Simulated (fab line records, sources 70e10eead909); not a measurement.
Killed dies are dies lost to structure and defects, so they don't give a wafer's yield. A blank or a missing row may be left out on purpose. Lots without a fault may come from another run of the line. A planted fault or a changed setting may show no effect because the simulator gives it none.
fab line records | flow nand_harc
record lots=14 wafers=42 last_day=33
route steps=1302 shown P_START@1 P_ZERO_WELL@43
lots that met no fault: from a run of the same line without faults
start_h: hours from the record's first day to the start of the lot's first wafer shown | wait_h: hours since the lot's step before | " the same as in the row above | L1.1+2: a row that stands for several wafers | - no value, or no start given | * or withheld: withheld | < > ~ a bound
route shown NAME@n: a module of which the file shows steps, and the number in the route of the first | usual: mean/standard deviation of fault-free wafers | same: alike in all rows | chamber/n: place in a boat | sites: the reading at each site | _std_site: their standard deviation | _edge_site: outer sites' mean less inner sites' | radius_mm: how far each site lies from the wafer's centre | mask NAME#n: copy n | behind: the tool/chamber that last shaped the wafer | hold: why the lot was held/for how many hours/how that ended | device: the transistor (n, p or np) that didn't switch | end of line: the same wafers' tests at the end of the route | a step without rows: its recipe alone | killed: dies lost to structure and defects at the first sort, not the wafer's yield | map: a wafer's dies, x killed, . not, _ none there
set.NAME: the setting as run; set.NAME@STEP: as run at that earlier step | model.NAME: the simulator's own value behind a step, which no gauge read
steps of the route over a sample of lots; a table a step, a row a wafer
services: from which hour (start_h, from the record's first day; less than 0 if before it) a tool's chamber was out of use, for how many hours, and why
## steps
# step NHARC_P_START_INSPECT_01
# usual raw_defect_count=3.7/1.8
# columns lot.wafer tool chamber start_h wait_h raw_defect_count
L432.1 defect_inspect-01 - 20.04 - 3
L432.3 " - " " 5
L432.5 " - " " 5
L433.2 defect_inspect-02 - 30.05 - 5
L433.3 " - " " 4
L433.4 " - " " 4
L434.1 defect_inspect-02 - 40.04 - 2
L434.3 " - " " 1
L434.4 " - " " 4
L435.2 defect_inspect-02 - 50.04 - 5
L435.5 " - " " 4
L435.6 " - " " 2
L438.1 defect_inspect-02 - 80.04 - 3
L438.4 " - " " 2
L438.6 " - " " 3
L444.1 defect_inspect-01 - 140.04 - 3
L444.2 " - " " 4
L444.5 " - " " 5
L445.3 defect_inspect-02 - 150.04 - 1
L445.5 " - " " 5
L445.6 " - " " 1
L446.1 defect_inspect-01 - 160.04 - 3
L446.2 " - " " 7
L446.3 " - " " 4
L448.1 defect_inspect-02 - 180.04 - 5
L448.2 " - " " 5
L448.5 " - " " 6
L449.2 defect_inspect-02 - 190.04 - 2
L449.5 " - " " 2
L449.6 " - " " 6
L451.3 defect_inspect-01 - 210.04 - 5
L451.4 " - " " 2
L451.5 " - " " 3
L452.1 defect_inspect-02 - 220.04 - 2
L452.5 " - " " 6
L452.6 " - " " 2
L453.1 defect_inspect-01 - 230.04 - 3
L453.2 " - " " 6
L453.3 " - " " 3
L454.3 defect_inspect-02 - 240.05 - 4
L454.4 " - " " 2
L454.6 " - " " 6
# step NHARC_P_ZERO_WELL_DEVELOP_36
# recipe time_s=70
# usual chill_plate_temp_C=23.01/0.1 exhaust_pa=45.2/0.97 resist_line_temp_C=23.00/0.11
# columns lot.wafer tool chamber start_h wait_h chill_plate_temp_C exhaust_pa resist_line_temp_C
L432.1 litho_track-05 0 23 - 22.96 45.6 22.97
L432.3 " 0 " " 22.92 47.4 23.09
L432.5 " 0 " " 22.85 47.2 23.02
L433.2 litho_track-02 0 34 - 22.99 45.1 23.09
L433.3 " 0 " " 23.18 44.6 22.94
L433.4 " 0 " " 23.03 45.4 23.01
L434.1 litho_track-02 - 44 - - - -
L434.3 " - " " - - -
L434.4 " - " " - - -
L435.2 litho_track-03 - 54 - - - -
L435.5 " - " " - - -
L435.6 " - " " - - -
L438.1 litho_track-03 0 83 - 23.09 44.2 23.14
L438.4 " 0 " " 23.16 44.6 22.95
L438.6 " 0 " " 23.22 46.7 23.21
L444.1 litho_track-02 0 144 - 23.11 45.4 22.93
L444.2 " 0 " " 22.97 44.2 22.99
L444.5 " 0 " " 22.98 44.8 23.03
L445.3 litho_track-03 0 154 - 23.06 43.0 23.02
L445.5 " 0 " " 23.09 45.1 22.96
L445.6 " 0 " " 23.04 43.6 22.90
L446.1 litho_track-05 0 164 - 23.00 45.8 22.83
L446.2 " 0 " " 23.09 45.9 22.98
L446.3 " 0 " " 23.05 45.8 22.94
L448.1 litho_track-05 0 184 - 22.99 44.8 22.87
L448.2 " 0 " " 23.01 45.7 23.04
L448.5 " 0 " " 22.98 44.6 22.87
L449.2 litho_track-03 0 194 - 22.93 46.3 23.06
L449.5 " 0 " " 22.92 46.1 23.08
L449.6 " 0 " " 22.84 44.3 23.06
L451.3 litho_track-02 0 214 - 23.07 45.7 22.81
L451.4 " 0 " " 23.09 45.4 22.90
L451.5 " 0 " " 23.07 45.3 22.88
L452.1 litho_track-03 0 224 - 23.11 45.2 22.96
L452.5 " 0 " " 23.07 46.5 22.98
L452.6 " 0 " " 23.09 45.5 22.74
L453.1 litho_track-05 0 234 - 23.02 44.4 23.02
L453.2 " 0 " " 22.93 44.0 23.06
L453.3 " 0 " " 22.91 43.4 23.19
L454.3 litho_track-02 0 244 - 22.97 44.9 23.07
L454.4 " 0 " " 23.13 43.5 23.05
L454.6 " 0 " " 23.11 44.0 23.10
# step NHARC_P_ZERO_WELL_DESCUM_39
# recipe time_s=3 o2_flow_sccm=200 ar_flow_sccm=0 bias_power_w=0 chemistry=O2
# usual drypump_motor_current_A=5.8/0.44 oes_product_au=1.003/0.012 rf_vpp_V=57.6/1 showerhead_plenum_p_Torr=1.91/0.11 throttle_valve_pct=11.311/0.0088
# columns lot.wafer tool chamber start_h wait_h drypump_motor_current_A oes_product_au rf_hours_counter_h rf_vpp_V showerhead_plenum_p_Torr throttle_valve_pct
L432.1 rie_diel-13 2 24.13 - 5.4 0.996 11 58.2 1.87 11.305
L432.3 " 3 " " 5.8 0.998 12 55.7 1.80 11.304
L432.5 " 2 " " 5.4 1.001 - 57.7 1.87 11.313
L433.2 rie_diel-13 2 34.39 - 5.4 1.007 13 57.4 1.87 11.327
L433.3 " 3 " " 5.9 0.989 15 56.3 1.80 11.314
L433.4 " 0 " " 5.9 1.008 14 57.7 2.07 11.307
L434.3 rie_diel-01 0 44.40 - 5.1 1.013 3 59.6 2.08 11.304
L434.1 " 1 " " 5.7 0.999 4 56.8 2.00 11.307
L434.4 " 3 " " 5.3 1.029 3 57.0 1.98 11.311
L435.2 rie_diel-13 2 54.40 - 5.4 1.022 19 57.0 1.87 11.319
L435.6 " 0 " " 5.9 1.013 - 56.7 2.07 11.307
L435.5 " 1 " " 6.5 1.015 - 55.3 1.78 11.315
L438.4 rie_diel-04 2 84.13 - 5.5 0.983 23 57.1 1.88 11.303
L438.1 " 0 " " 5.6 0.997 24 58.3 1.96 11.315
L438.6 " 2 " " 5.6 1.000 - 57.4 1.88 11.309
L444.2 rie_diel-01 0 144.30 - 5.1 1.004 31 58.1 2.07 11.309
L444.1 " 1 " " 5.7 1.008 31 58.2 1.99 11.315
L444.5 " 3 " " 5.3 1.021 - 57.5 1.97 11.320
L445.3 rie_diel-13 2 154.28 - 5.4 1.012 47 57.8 1.86 11.312
L445.6 " 0 " " 5.9 1.016 - 58.7 2.06 11.316
L445.5 " 1 " " 6.5 1.000 - 57.8 1.78 11.315
L446.3 rie_diel-13 0 164.38 - 6.0 1.019 51 58.4 2.06 11.309
L446.1 " 1 " " 6.5 1.012 51 57.5 1.77 11.299
L446.2 " 2 " " 5.4 1.000 50 56.6 1.86 11.326
L448.2 rie_diel-13 1 184.49 - 6.5 1.003 5 56.5 1.77 11.317
L448.1 " 3 " " 5.9 0.980 5 56.8 1.78 11.316
L448.5 " 0 " " 6.0 1.020 - 57.1 2.06 11.311
L449.2 rie_diel-01 1 194.57 - 5.6 0.993 51 58.9 1.99 11.310
L449.5 " 3 " " 5.3 1.001 - 58.6 1.97 11.302
L449.6 " 0 " " 5.1 1.009 - 58.1 2.06 11.321
L451.4 rie_diel-04 0 214.69 - 5.5 0.983 8 56.6 1.95 11.314
L451.3 " 1 " " 6.1 1.010 8 55.9 1.85 11.309
L451.5 " 2 " " 5.6 0.999 - 56.3 1.87 11.312
L452.1 rie_diel-04 1 224.31 - 6.1 1.017 10 56.3 1.84 11.320
L452.5 " 0 " " 5.5 0.998 - 57.9 1.95 11.306
L452.6 " 1 " " 6.2 1.013 - 56.6 1.84 11.316
L453.3 rie_diel-04 1 234.28 - 6.1 0.998 12 58.4 1.84 11.307
L453.1 " 3 " " 6.2 0.983 15 58.0 2.07 11.309
L453.2 " 0 " " 5.5 0.995 12 57.5 1.95 11.309
L454.4 rie_diel-01 1 244.34 - 5.7 1.000 7 59.3 1.98 11.302
L454.3 " 2 " " 6.5 1.025 7 57.3 1.89 11.323
L454.6 " 0 " " 5.1 1.005 - 57.2 2.05 11.321
# step NHARC_P_ZERO_WELL_INSPECT_43
# usual raw_defect_count=14/6.4
# columns lot.wafer tool chamber start_h wait_h raw_defect_count
L432.1 defect_inspect-01 - 27.43 0.6 7
L432.3 " - " " 9
L432.5 " - " " 5
L433.2 defect_inspect-01 - 37.64 0.5 17
L433.3 " - " " 16
L433.4 " - " " 23
L434.1 defect_inspect-01 - 47.68 0.6 4
L434.3 " - " " 18
L434.4 " - " " 8
L435.2 defect_inspect-02 - 57.69 0.5 8
L435.5 " - " " 18
L435.6 " - " " 13
L438.1 defect_inspect-02 - 87.46 0.6 20
L438.4 " - " " 14
L438.6 " - " " 25
L444.1 defect_inspect-02 - 147.68 0.6 17
L444.2 " - " " 12
L444.5 " - " " 23
L445.3 defect_inspect-02 - 157.51 0.4 10
L445.5 " - " " 8
L445.6 " - " " 5
L446.1 defect_inspect-01 - 167.57 0.6 13
L446.2 " - " " 9
L446.3 " - " " 18
L448.1 defect_inspect-02 - 187.75 0.6 24
L448.2 " - " " 21
L448.5 " - " " 34
L449.2 defect_inspect-01 - 197.71 0.5 7
L449.5 " - " " 6
L449.6 " - " " 14
L451.3 defect_inspect-02 - 217.85 0.3 19
L451.4 " - " " 10
L451.5 " - " " 27
L452.1 defect_inspect-02 - 227.48 0.6 6
L452.5 " - " " 18
L452.6 " - " " 11
L453.1 defect_inspect-02 - 237.57 0.6 10
L453.2 " - " " 21
L453.3 " - " " 9
L454.3 defect_inspect-01 - 247.60 0.4 19
L454.4 " - " " 17
L454.6 " - " " 11
## services
# columns tool chamber start_h hours kind
rie_diel-04 - 0.90 9.0 pm
rie_diel-04 0 15.44 4.3 repair
rie_diel-13 0 21.50 - clean
rie_diel-13 1 21.50 - clean
rie_diel-13 2 21.50 - clean
rie_diel-13 3 21.50 - clean
rie_diel-01 - 26.83 9.0 pm
rie_diel-13 0 46.00 - clean
rie_diel-13 1 46.00 - clean
rie_diel-13 2 46.00 - clean
rie_diel-13 3 46.00 - clean
litho_track-02 - 52.00 7.0 pm
litho_track-03 - 100.00 7.0 pm
rie_diel-01 0 106.82 6.2 repair
litho_track-05 - 124.01 7.0 pm
rie_diel-01 2 141.89 8.3 repair
rie_diel-01 3 152.32 6.0 repair
rie_diel-04 - 161.00 1.7 repair
rie_diel-13 - 165.00 9.0 pm
rie_diel-04 - 177.90 9.0 pm
rie_diel-01 - 205.24 9.0 pm
rie_diel-13 3 211.57 1.3 repair
rie_diel-13 - 223.40 0.1 repair
litho_track-02 - 227.00 7.0 pm
## key
first_sign step=NHARC_P_ZERO_WELL_DEVELOP_36 reading=tool_record direction=missing
effect none on later readings
met_at NHARC_P_ZERO_WELL_DEVELOP_36
struck_lots L434,L435
later_rows_left_out L434.1,L434.3,L434.4,L435.2,L435.5,L435.6
sort_left_out L434.1,L434.3,L434.4,L435.2,L435.5,L435.6
tester_left_out L434,L435
not_acting_at NHARC_P_START_INSPECT_01,NHARC_P_ZERO_WELL_DESCUM_39,NHARC_P_ZERO_WELL_INSPECT_43
onset_between 34 44
fault kind=skipped_step_whole tool=litho_track-02,litho_track-03 chamber=- onset_h=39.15 steps=NHARC_P_ZERO_WELL_DEVELOP_36 scope=struck_lots_only
# tester_left_out: of these lots the tester's yield and bins aren't shown, on N5 and GAA mostly nor the transistor test; their killed dies are dies lost to structure and defects alone, not to doping, threshold or leakage, so they don't give the yield
# sort_left_out: the simulated sort isn't trusted on such a fault, so these wafers' sort isn't shown, and their yield isn't known
# later_rows_left_out: the simulator's readings of these wafers behind a module that went badly wrong aren't trusted and aren't shown, but for the sort
